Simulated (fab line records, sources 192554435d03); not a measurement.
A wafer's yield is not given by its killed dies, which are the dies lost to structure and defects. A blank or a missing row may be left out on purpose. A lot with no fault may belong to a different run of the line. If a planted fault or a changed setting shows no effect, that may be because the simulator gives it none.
Which of the tools did it? || flow n5-finfet || Sampling: 10 lots, 30 wafers, 5 of 1938 route steps

WHAT THE GAUGES READ, wafer by wafer
N5_BEOL_M4_RC_MEAS_101. Usual: DIBL_N 35.9 mV/V, standard deviation 1.9; DIBL_P 35.8 mV/V, standard deviation 2.4; IOFF_N 0.15 nA/um, standard deviation 0.031; IOFF_P 0.21 nA/um, standard deviation 0.037; ION_N 672 uA/um, standard deviation 13; ION_P 462 uA/um, standard deviation 8.3; SS_N 71.5 mV/dec, standard deviation 0.72; SS_P 73.2 mV/dec, standard deviation 0.67; VT_N 250 mV, standard deviation 3.4; VT_P -250 mV, standard deviation 3.4.
{"lot": "L849", "measured": "day 9 12:59", "on": "prober-01", "DIBL_N (mV/V)": "37.3 36.3 36.6", "DIBL_P (mV/V)": "37.0 33.6 35.0", "IOFF_N (nA/um)": "0.16 0.15 0.14", "IOFF_P (nA/um)": "0.24 0.19 0.21", "ION_N (uA/um)": "672 658 661", "ION_P (uA/um)": "469 450 461", "SS_N (mV/dec)": "71.5 72.1 72.0", "SS_P (mV/dec)": "73.0 73.0 73.7", "VT_N (mV)": "253 252 251", "VT_P (mV)": "-246 -252 -251", "flag": ""}
{"lot": "L850", "measured": "day 9 11:07", "on": "prober-01", "DIBL_N (mV/V)": "35.0 32.6 31.7", "DIBL_P (mV/V)": "36.6 33.3 31.5", "IOFF_N (nA/um)": "0.16 0.12 0.10", "IOFF_P (nA/um)": "0.20 0.16 0.14", "ION_N (uA/um)": "679 660 651", "ION_P (uA/um)": "461 455 448", "SS_N (mV/dec)": "71.9 71.3 71.0", "SS_P (mV/dec)": "73.5 72.5 72.5", "VT_N (mV)": "250 253 256", "VT_P (mV)": "-252 -255 -254", "flag": ""}
{"lot": "L855", "measured": "day 10 09:46", "on": "prober-01", "DIBL_N (mV/V)": "35.1 33.3 36.9", "DIBL_P (mV/V)": "35.3 33.8 37.2", "IOFF_N (nA/um)": "0.13 0.11 0.16", "IOFF_P (nA/um)": "0.17 0.15 0.20", "ION_N (uA/um)": "665 658 675", "ION_P (uA/um)": "456 457 459", "SS_N (mV/dec)": "70.7 70.6 72.0", "SS_P (mV/dec)": "72.8 73.1 73.7", "VT_N (mV)": "253 255 251", "VT_P (mV)": "-254 -257 -251", "flag": ""}
{"lot": "L856", "measured": "day 11 04:35", "on": "prober-02", "DIBL_N (mV/V)": "37.5 36.8 39.8", "DIBL_P (mV/V)": "36.0 35.3 39.6", "IOFF_N (nA/um)": "0.17 0.16 0.23", "IOFF_P (nA/um)": "0.22 0.21 0.31", "ION_N (uA/um)": "689 670 699", "ION_P (uA/um)": "475 464 482", "SS_N (mV/dec)": "71.7 71.8 72.4", "SS_P (mV/dec)": "72.8 72.9 73.8", "VT_N (mV)": "248 248 243", "VT_P (mV)": "-247 -246 -241", "flag": ""}
{"lot": "L858", "measured": "day 11 05:10", "on": "prober-01", "DIBL_N (mV/V)": "36.8 35.0 34.6", "DIBL_P (mV/V)": "38.0 35.3 36.1", "IOFF_N (nA/um)": "0.17 0.14 0.14", "IOFF_P (nA/um)": "0.24 0.20 0.21", "ION_N (uA/um)": "676 655 679", "ION_P (uA/um)": "465 459 470", "SS_N (mV/dec)": "71.6 71.8 71.0", "SS_P (mV/dec)": "73.1 73.2 73.0", "VT_N (mV)": "249 253 249", "VT_P (mV)": "-245 -247 -246", "flag": ""}
{"lot": "L857", "measured": "day 11 13:04", "on": "prober-01", "DIBL_N (mV/V)": "38.2 34.0 36.5", "DIBL_P (mV/V)": "38.1 32.7 35.6", "IOFF_N (nA/um)": "0.20 0.13 0.17", "IOFF_P (nA/um)": "0.28 0.19 0.24", "ION_N (uA/um)": "686 665 675", "ION_P (uA/um)": "473 461 469", "SS_N (mV/dec)": "71.8 70.9 70.3", "SS_P (mV/dec)": "74.0 72.1 73.5", "VT_N (mV)": "245 251 250", "VT_P (mV)": "-246 -249 -246", "flag": ""}
{"lot": "L859", "measured": "day 11 21:35", "on": "prober-01", "DIBL_N (mV/V)": "34.7 36.6 36.2", "DIBL_P (mV/V)": "34.6 36.6 35.9", "IOFF_N (nA/um)": "0.13 0.15 0.14", "IOFF_P (nA/um)": "0.18 0.20 0.19", "ION_N (uA/um)": "674 669 683", "ION_P (uA/um)": "464 457 465", "SS_N (mV/dec)": "70.5 71.8 71.5", "SS_P (mV/dec)": "73.1 72.7 72.9", "VT_N (mV)": "248 251 253", "VT_P (mV)": "-256 -250 -252", "flag": ""}
{"lot": "L861", "measured": "day 12 00:19", "on": "prober-01", "DIBL_N (mV/V)": "35.3 35.6 34.8", "DIBL_P (mV/V)": "36.0 35.1 35.6", "IOFF_N (nA/um)": "0.14 0.14 0.13", "IOFF_P (nA/um)": "0.21 0.19 0.20", "ION_N (uA/um)": "675 669 666", "ION_P (uA/um)": "473 460 461", "SS_N (mV/dec)": "70.9 70.4 71.4", "SS_P (mV/dec)": "73.6 73.2 72.9", "VT_N (mV)": "251 252 254", "VT_P (mV)": "-248 -250 -251", "flag": ""}
{"lot": "L865", "measured": "day 13 07:49", "on": "prober-01", "DIBL_N (mV/V)": "37.3 35.4 35.8", "DIBL_P (mV/V)": "37.4 36.2 35.8", "IOFF_N (nA/um)": "0.19 0.16 0.17", "IOFF_P (nA/um)": "0.26 0.23 0.23", "ION_N (uA/um)": "682 676 688", "ION_P (uA/um)": "470 472 471", "SS_N (mV/dec)": "71.5 70.8 70.9", "SS_P (mV/dec)": "73.0 73.6 72.9", "VT_N (mV)": "244 247 247", "VT_P (mV)": "-246 -248 -248", "flag": ""}
{"lot": "L867", "measured": "day 13 22:01", "on": "prober-01", "DIBL_N (mV/V)": "38.1 37.9 35.8", "DIBL_P (mV/V)": "39.6 38.2 37.0", "IOFF_N (nA/um)": "0.19 0.18 0.15", "IOFF_P (nA/um)": "0.26 0.23 0.20", "ION_N (uA/um)": "677 696 674", "ION_P (uA/um)": "462 474 464", "SS_N (mV/dec)": "72.5 72.1 71.2", "SS_P (mV/dec)": "74.5 74.2 74.0", "VT_N (mV)": "246 249 251", "VT_P (mV)": "-246 -248 -251", "flag": ""}

WHICH TOOL RAN EACH LOT (tool, then ch and the chambers of the sampled wafers, then the start)
{"lot": "L849", "N5_BEOL_M4_ALD_98": "ald-sin-04 ch 2,3, day 9 04:38", "N5_BEOL_M4_STRIP_97": "rie-diel-05 ch 0,2,3, day 9 07:28", "N5_BEOL_M4_DEGAS_44": "pvd-sputter-03, day 9 07:48", "N5_BEOL_M4_ALD_84": "ald-metal-03 ch 1,3, day 9 08:01"}
{"lot": "L850", "N5_BEOL_M4_ALD_98": "ald-sin-01 ch 1,2,3, day 9 06:07", "N5_BEOL_M4_STRIP_97": "rie-diel-04 ch 1,2,3, day 9 06:59", "N5_BEOL_M4_DEGAS_44": "pvd-sputter-01, day 9 07:30", "N5_BEOL_M4_ALD_84": "ald-metal-03 ch 0,1, day 9 07:37"}
{"lot": "L855", "N5_BEOL_M4_ALD_98": "ald-sin-04 ch 1,2,3, day 9 20:56", "N5_BEOL_M4_STRIP_97": "rie-diel-06 ch 0,1, day 10 05:35", "N5_BEOL_M4_DEGAS_44": "pvd-sputter-01, day 10 06:05", "N5_BEOL_M4_ALD_84": "ald-metal-03 ch 1,2,3, day 10 06:12"}
{"lot": "L856", "N5_BEOL_M4_ALD_98": "ald-sin-03 ch 1,2,3, day 10 16:26", "N5_BEOL_M4_STRIP_97": "rie-diel-06 ch 0,1,2, day 11 00:09", "N5_BEOL_M4_DEGAS_44": "pvd-sputter-01, day 11 00:53", "N5_BEOL_M4_ALD_84": "ald-metal-01 ch 0,1,3, day 11 00:59"}
{"lot": "L858", "N5_BEOL_M4_ALD_98": "ald-sin-03 ch 0,1,2, day 10 23:13", "N5_BEOL_M4_STRIP_97": "rie-diel-05 ch 0,2,3, day 11 00:14", "N5_BEOL_M4_DEGAS_44": "pvd-sputter-01, day 11 00:58", "N5_BEOL_M4_ALD_84": "ald-metal-02 ch 2,3, day 11 01:04"}
{"lot": "L857", "N5_BEOL_M4_ALD_98": "ald-sin-03 ch 0,2, day 11 06:47", "N5_BEOL_M4_STRIP_97": "rie-diel-04 ch 0,1,3, day 11 07:17", "N5_BEOL_M4_DEGAS_44": "pvd-sputter-01, day 11 07:38", "N5_BEOL_M4_ALD_84": "ald-metal-01 ch 0,1,2, day 11 07:56"}
{"lot": "L859", "N5_BEOL_M4_ALD_98": "ald-sin-01 ch 0,1,2, day 11 09:55", "N5_BEOL_M4_STRIP_97": "rie-diel-06 ch 2,3, day 11 16:58", "N5_BEOL_M4_DEGAS_44": "pvd-sputter-01, day 11 17:29", "N5_BEOL_M4_ALD_84": "ald-metal-01 ch 0,1,2, day 11 17:49"}
{"lot": "L861", "N5_BEOL_M4_ALD_98": "ald-sin-03 ch 0,1,2, day 11 13:47", "N5_BEOL_M4_STRIP_97": "rie-diel-04 ch 0,2,3, day 11 20:12", "N5_BEOL_M4_DEGAS_44": "pvd-sputter-01, day 11 20:52", "N5_BEOL_M4_ALD_84": "ald-metal-01 ch 0,2,3, day 11 20:59"}
{"lot": "L865", "N5_BEOL_M4_ALD_98": "ald-sin-03 ch 2,3, day 12 20:34", "N5_BEOL_M4_STRIP_97": "rie-diel-04 ch 0,1, day 13 03:58", "N5_BEOL_M4_DEGAS_44": "pvd-sputter-03, day 13 04:21", "N5_BEOL_M4_ALD_84": "ald-metal-03 ch 0,2, day 13 04:28"}
{"lot": "L867", "N5_BEOL_M4_ALD_98": "ald-sin-01 ch 2,3, day 13 11:46", "N5_BEOL_M4_STRIP_97": "rie-diel-06 ch 1,3, day 13 17:41", "N5_BEOL_M4_DEGAS_44": "pvd-sputter-02, day 13 18:23", "N5_BEOL_M4_ALD_84": "ald-metal-03 ch 1,2, day 13 18:34"}
- N5_BEOL_M4_ALD_98: deposits SiO2, target thk 2.5 nm, pulse time 1 s, co reactant pulse time 1 s.
- N5_BEOL_M4_STRIP_97: strips in N2/H2, time 10 s.
- N5_BEOL_M4_DEGAS_44: time 60 s.
- N5_BEOL_M4_ALD_84: deposits TaN, pulse time 2 s, purge time 3 s, co reactant purge time 2 s.

WHAT THE TOOLS THEMSELVES READ (means of the sampled wafers that have a number; where no wafer has one, the mark that the record gives instead)
N5_BEOL_M4_ALD_98. Usual: heater-power-w 77 W, standard deviation 7.8; precursor-pulse-height-rel 0.997, standard deviation 0.019.
{"lot": "L849", "tool": "ald-sin-04", "heater-power-w (W)": 77, "precursor-pulse-height-rel": 0.975, "flag": ""}
{"lot": "L850", "tool": "ald-sin-01", "heater-power-w (W)": 72, "precursor-pulse-height-rel": 0.996, "flag": ""}
{"lot": "L855", "tool": "ald-sin-04", "heater-power-w (W)": 79, "precursor-pulse-height-rel": 0.991, "flag": ""}
{"lot": "L856", "tool": "ald-sin-03", "heater-power-w (W)": 81, "precursor-pulse-height-rel": 1.004, "flag": ""}
{"lot": "L858", "tool": "ald-sin-03", "heater-power-w (W)": 85, "precursor-pulse-height-rel": 0.988, "flag": ""}
{"lot": "L857", "tool": "ald-sin-03", "heater-power-w (W)": 82, "precursor-pulse-height-rel": 0.990, "flag": ""}
{"lot": "L859", "tool": "ald-sin-01", "heater-power-w (W)": 71, "precursor-pulse-height-rel": 0.997, "flag": ""}
{"lot": "L861", "tool": "ald-sin-03", "heater-power-w (W)": 85, "precursor-pulse-height-rel": 1.021, "flag": ""}
{"lot": "L865", "tool": "ald-sin-03", "heater-power-w (W)": 75, "precursor-pulse-height-rel": 0.992, "flag": ""}
{"lot": "L867", "tool": "ald-sin-01", "heater-power-w (W)": 69, "precursor-pulse-height-rel": 1.004, "flag": ""}

N5_BEOL_M4_STRIP_97. Usual: bias-power-w is 7.001 W with standard deviation 0.02, chamber-pressure-mTorr is 20.000 mTorr with standard deviation 0.017, drypump-motor-current-A is 5.7 A with standard deviation 0.52, oes-product-au is 0.77 a.u. with standard deviation 0.084, rf-vpp-V is 59.0 V with standard deviation 0.9, showerhead-plenum-p-Torr is 2.50 Torr with standard deviation 0.094, and throttle-valve-pct is 23.7 % with standard deviation 0.31.
{"lot": "L849", "tool": "rie-diel-05", "bias-power-w (W)": 7.004, "chamber-pressure-mTorr (mTorr)": 20.013, "drypump-motor-current-A (A)": 5.9, "oes-product-au (a.u.)": 0.75, "rf-vpp-V (V)": 60.3, "showerhead-plenum-p-Torr (Torr)": 2.53, "throttle-valve-pct (%)": 23.7, "flag": ""}
{"lot": "L850", "tool": "rie-diel-04", "bias-power-w (W)": 7.009, "chamber-pressure-mTorr (mTorr)": 19.994, "drypump-motor-current-A (A)": 5.2, "oes-product-au (a.u.)": 0.76, "rf-vpp-V (V)": 58.7, "showerhead-plenum-p-Torr (Torr)": 2.54, "throttle-valve-pct (%)": 23.9, "flag": ""}
{"lot": "L855", "tool": "rie-diel-06", "bias-power-w (W)": 6.993, "chamber-pressure-mTorr (mTorr)": 20.008, "drypump-motor-current-A (A)": 6.2, "oes-product-au (a.u.)": 0.91, "rf-vpp-V (V)": 59.2, "showerhead-plenum-p-Torr (Torr)": 2.44, "throttle-valve-pct (%)": 23.8, "flag": ""}
{"lot": "L856", "tool": "rie-diel-06", "bias-power-w (W)": "-", "chamber-pressure-mTorr (mTorr)": "-", "drypump-motor-current-A (A)": "-", "oes-product-au (a.u.)": "-", "rf-vpp-V (V)": "-", "showerhead-plenum-p-Torr (Torr)": "-", "throttle-valve-pct (%)": "-", "flag": "OFF"}
{"lot": "L858", "tool": "rie-diel-05", "bias-power-w (W)": "-", "chamber-pressure-mTorr (mTorr)": "-", "drypump-motor-current-A (A)": "-", "oes-product-au (a.u.)": "-", "rf-vpp-V (V)": "-", "showerhead-plenum-p-Torr (Torr)": "-", "throttle-valve-pct (%)": "-", "flag": "OFF"}
{"lot": "L857", "tool": "rie-diel-04", "bias-power-w (W)": "-", "chamber-pressure-mTorr (mTorr)": "-", "drypump-motor-current-A (A)": "-", "oes-product-au (a.u.)": "-", "rf-vpp-V (V)": "-", "showerhead-plenum-p-Torr (Torr)": "-", "throttle-valve-pct (%)": "-", "flag": "OFF"}
{"lot": "L859", "tool": "rie-diel-06", "bias-power-w (W)": 6.992, "chamber-pressure-mTorr (mTorr)": 20.011, "drypump-motor-current-A (A)": 5.3, "oes-product-au (a.u.)": 0.87, "rf-vpp-V (V)": 58.0, "showerhead-plenum-p-Torr (Torr)": 2.51, "throttle-valve-pct (%)": 23.5, "flag": ""}
{"lot": "L861", "tool": "rie-diel-04", "bias-power-w (W)": 7.002, "chamber-pressure-mTorr (mTorr)": 20.002, "drypump-motor-current-A (A)": 5.3, "oes-product-au (a.u.)": 0.71, "rf-vpp-V (V)": 58.6, "showerhead-plenum-p-Torr (Torr)": 2.56, "throttle-valve-pct (%)": 23.9, "flag": ""}
{"lot": "L865", "tool": "rie-diel-04", "bias-power-w (W)": 7.009, "chamber-pressure-mTorr (mTorr)": 19.998, "drypump-motor-current-A (A)": 5.9, "oes-product-au (a.u.)": 0.78, "rf-vpp-V (V)": 59.3, "showerhead-plenum-p-Torr (Torr)": 2.59, "throttle-valve-pct (%)": 24.0, "flag": ""}
{"lot": "L867", "tool": "rie-diel-06", "bias-power-w (W)": 6.998, "chamber-pressure-mTorr (mTorr)": 19.990, "drypump-motor-current-A (A)": 5.3, "oes-product-au (a.u.)": 0.80, "rf-vpp-V (V)": 59.0, "showerhead-plenum-p-Torr (Torr)": 2.41, "throttle-valve-pct (%)": 23.7, "flag": ""}

N5_BEOL_M4_DEGAS_44. Usual: heater-power-w 345 W, standard deviation 25.
{"lot": "L849", "tool": "pvd-sputter-03", "heater-power-w (W)": 356, "flag": ""}
{"lot": "L850", "tool": "pvd-sputter-01", "heater-power-w (W)": 329, "flag": ""}
{"lot": "L855", "tool": "pvd-sputter-01", "heater-power-w (W)": 323, "flag": ""}
{"lot": "L856", "tool": "pvd-sputter-01", "heater-power-w (W)": 335, "flag": ""}
{"lot": "L858", "tool": "pvd-sputter-01", "heater-power-w (W)": 335, "flag": ""}
{"lot": "L857", "tool": "pvd-sputter-01", "heater-power-w (W)": 341, "flag": ""}
{"lot": "L859", "tool": "pvd-sputter-01", "heater-power-w (W)": 345, "flag": ""}
{"lot": "L861", "tool": "pvd-sputter-01", "heater-power-w (W)": 351, "flag": ""}
{"lot": "L865", "tool": "pvd-sputter-03", "heater-power-w (W)": 365, "flag": ""}
{"lot": "L867", "tool": "pvd-sputter-02", "heater-power-w (W)": 352, "flag": ""}

N5_BEOL_M4_ALD_84. Usual: heater-power-w 427 W, standard deviation 51; precursor-vessel-carrier-sccm 1000 sccm, standard deviation 3.2.
{"lot": "L849", "tool": "ald-metal-03", "heater-power-w (W)": 385, "precursor-vessel-carrier-sccm (sccm)": 997, "flag": ""}
{"lot": "L850", "tool": "ald-metal-03", "heater-power-w (W)": 499, "precursor-vessel-carrier-sccm (sccm)": 1003, "flag": ""}
{"lot": "L855", "tool": "ald-metal-03", "heater-power-w (W)": 416, "precursor-vessel-carrier-sccm (sccm)": 998, "flag": ""}
{"lot": "L856", "tool": "ald-metal-01", "heater-power-w (W)": 402, "precursor-vessel-carrier-sccm (sccm)": 1002, "flag": ""}
{"lot": "L858", "tool": "ald-metal-02", "heater-power-w (W)": 466, "precursor-vessel-carrier-sccm (sccm)": 1003, "flag": ""}
{"lot": "L857", "tool": "ald-metal-01", "heater-power-w (W)": 395, "precursor-vessel-carrier-sccm (sccm)": 1000, "flag": ""}
{"lot": "L859", "tool": "ald-metal-01", "heater-power-w (W)": 394, "precursor-vessel-carrier-sccm (sccm)": 1002, "flag": ""}
{"lot": "L861", "tool": "ald-metal-01", "heater-power-w (W)": 435, "precursor-vessel-carrier-sccm (sccm)": 1001, "flag": ""}
{"lot": "L865", "tool": "ald-metal-03", "heater-power-w (W)": 466, "precursor-vessel-carrier-sccm (sccm)": 1003, "flag": ""}
{"lot": "L867", "tool": "ald-metal-03", "heater-power-w (W)": 449, "precursor-vessel-carrier-sccm (sccm)": 997, "flag": ""}

THE ANSWER, worked out from the rows above alone
Rule: a lot counts as off when the mean over its wafers that have a number is more than 3 standard deviations away from the usual mean. Also off: a lot with no number at a reading for which 4 or more lots have one. Any other lot the step has rows for is counted as sound. The gauges are gone through in route order, then the tools' own readings, and for those a lot's mean is taken as printed above. The first step at which some lot is off is used, and at that step the reading that is off furthest; a lot without a number counts as furthest.
Off: L856, L858, L857 (N5_BEOL_M4_STRIP_97, bias-power-w). Without a number there: L856, L858, L857.
A tool fits if, at that step or a process step before it, it ran every lot that is off, and no sound lot after the first of them. Of those tried, none fits.

WHAT WAS PUT IN BY THE SIMULATOR
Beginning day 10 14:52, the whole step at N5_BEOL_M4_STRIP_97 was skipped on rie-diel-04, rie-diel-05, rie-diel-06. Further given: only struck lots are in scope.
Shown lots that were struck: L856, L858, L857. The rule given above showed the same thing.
